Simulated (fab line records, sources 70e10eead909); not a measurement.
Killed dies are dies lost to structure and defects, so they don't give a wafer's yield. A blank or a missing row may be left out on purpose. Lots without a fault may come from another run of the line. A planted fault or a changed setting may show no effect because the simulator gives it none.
Chamber matching | flow nand_harc | NHARC_P_M1_STRIP_19 on wet_bench-08: 7 sister chambers
The step strips in post etch residue remover, time 600 s. 7 wafers are shown with their chamber, then 5 later ones without.

WAFERS WITH THEIR CHAMBER
wafer  | chamber | run_length_s (s)
L826.5 | 3       | 602.4
L831.1 | 0       | 604.6
L831.2 | 7       | 605.1
L844.1 | 5       | 602.2
L844.3 | 4       | 604.4
L845.1 | 2       | 603.1
L845.3 | 1       | 603.5

WAFERS WITHOUT THEIR CHAMBER
wafer  | run_length_s (s)
L846.1 | 602.5
L846.3 | 600.8
L847.3 | 602.8
L847.4 | 604.0
L847.6 | 602.1

WHICH CHAMBER EACH WENT THROUGH
wafer  | from the rows above                         | in truth
L846.1 | can't be placed: 3 or 5 or 2 or 1           | 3
L846.3 | can't be placed: 5 or 3 or 2 or 1           | 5
L847.3 | can't be placed: 2 or 3 or 5 or 1 or 4      | 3
L847.4 | can't be placed: 4 or 1 or 0 or 2 or 7 or 3 | 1
L847.6 | can't be placed: 5 or 3 or 2 or 1           | 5
Placed correctly: 0 of 5. Can't be placed from these rows: 5 (the true chamber is among the candidates in 5). Placed wrongly: 0.
How it was worked out, from the rows above alone: a wafer's distance from a chamber is the root of the sum, over the readings, of the square of ((its reading less the chamber's mean) divided by the reading's scatter). The wafer belongs to the nearest chamber; if the next one is less than 2 further off, it can't be placed. A chamber's mean is the mean of its shown wafers. The scatter: with one shown wafer a chamber, the root of the mean of the squares of how far each hidden wafer lies from its nearest shown one.
